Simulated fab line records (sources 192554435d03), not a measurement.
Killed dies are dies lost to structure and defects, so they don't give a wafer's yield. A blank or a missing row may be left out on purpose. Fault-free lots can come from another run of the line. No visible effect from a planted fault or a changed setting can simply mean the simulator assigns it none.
Chamber matching    flow n5 finfet    ald sin-03 running N5_BEOL_M1_ALD_98: 4 sister chambers
The step deposits SiO2, target thk 2.5 nm, pulse time 1 s, co reactant pulse time 1 s. 8 wafers are shown with their chamber, then 7 later ones without.

EACH WAFER AND ITS CHAMBER
wafer   chamber  heater power w (W)  precursor pulse height rel
L086.1  1        75                  1.006
L086.2  2        69                  0.966
L086.3  3        80                  0.996
L090.1  0        78                  1.002
L090.5  3        81                  0.993
L090.6  0        75                  0.967
L091.1  1        74                  1.005
L091.2  2        68                  0.967

WAFERS WHOSE CHAMBER IS MISSING
wafer   heater power w (W)  precursor pulse height rel
L091.4  80                  0.985
L097.1  70                  1.006
L097.3  72                  1.004
L097.6  70                  1.019
L096.1  69                  1.005
L096.3  82                  0.978
L096.4  79                  0.956

CHAMBER TAKEN BY EACH
wafer   from the rows above      in truth
L091.4  can't be placed: 3 or 0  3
L097.1  can't be placed: 2 or 1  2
L097.3  can't be placed: 1 or 0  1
L097.6  can't be placed: 1 or 2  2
L096.1  can't be placed: 2 or 1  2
L096.3  3                        3
L096.4  can't be placed: 0 or 3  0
1 of 7 placed correctly. From these rows, 6 cannot be placed; in 6 the true chamber is one of the candidates. 0 placed wrongly.
How it was worked out, from the rows above alone: a wafer's distance from a chamber is the root of the sum, over the readings, of the square of ((its reading less the chamber's mean) divided by the reading's scatter). If the next closest chamber is less than 2 further off than the closest, the wafer can't be placed; otherwise it belongs to the closest. The mean given for a chamber averages the wafers shown for that chamber. How the scatter is found: for the shown wafers, subtract from each reading the mean of its chamber, square and add these, divide the total by (wafers less chambers), then take the root.
